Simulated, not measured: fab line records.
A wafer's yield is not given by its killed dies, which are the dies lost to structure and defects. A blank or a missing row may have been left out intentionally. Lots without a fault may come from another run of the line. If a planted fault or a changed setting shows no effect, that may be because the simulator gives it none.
Chamber matching -- flow nandHarc -- NHARC_A_CONTACT_DESCUM_47 on rieDiel-05 has 4 sister chambers
The step chemistry O2, time 3 s. 14 wafers are shown with their chamber, then 7 later ones without.

== WAFERS PAIRED WITH THEIR CHAMBERS ==
wafer,chamber,drypumpMotorCurrentA (A),showerheadPlenumPTorr (Torr),oesProductAu (a.u.)
L080.2,2,6.3,2.05,0.992
L080.3,0,5.3,2.02,0.995
L080.4,1,6.1,1.91,1.007
L086.1,1,6.1,1.91,0.997
L086.2,0,5.3,2.02,1.003
L086.4,2,6.3,2.05,0.987
L089.3,2,6.3,2.04,0.976
L089.4,1,6.1,1.91,0.995
L089.5,1,6.1,1.91,0.990
L090.1,1,6.1,1.90,1.004
L090.5,1,6.1,1.90,0.994
L090.6,2,6.4,2.04,1.008
L091.1,1,6.1,1.90,1.006
L091.3,3,5.0,1.97,1.010

SIGNATURES (averages over the wafers above)
reading,chamber 0,chamber 1,chamber 2,chamber 3,scatter within a chamber
drypumpMotorCurrentA,5.300,6.100,6.325,5.000,0.0274
showerheadPlenumPTorr,2.0200,1.9057,2.0450,1.9700,0.00521
oesProductAu,0.99900,0.99900,0.99075,1.01000,0.00909
Rule: for each reading, subtract the chamber's mean from the wafer's reading, divide by that reading's scatter and square the result; add these up over the readings and take the root, which gives the wafer's distance from the chamber. If the next closest chamber is less than 2 further off than the closest, the wafer can't be placed; otherwise it belongs to the closest. The scatter: the root of (the sum of the squares of (reading less its chamber's mean) over the shown wafers, divided by (wafers less chambers)).

== WAFERS WHOSE CHAMBER IS MISSING ==
wafer,drypumpMotorCurrentA (A),showerheadPlenumPTorr (Torr),oesProductAu (a.u.)
L091.4,5.3,2.02,1.004
L092.1,6.3,2.04,0.990
L092.2,6.1,1.90,0.994
L092.5,6.4,2.04,0.994
L094.2,6.1,1.90,1.011
L094.3,5.0,1.96,1.017
L094.4,6.3,2.04,1.005

== EACH ONE'S CHAMBER ==
wafer,from the rows above,in truth
L091.4,0,0
L092.1,2,2
L092.2,1,1
L092.5,2,2
L094.2,1,1
L094.3,3,3
L094.4,2,2
Correct placement for 7 of the 7. Number that these rows cannot place: 0. 0 placed wrongly.
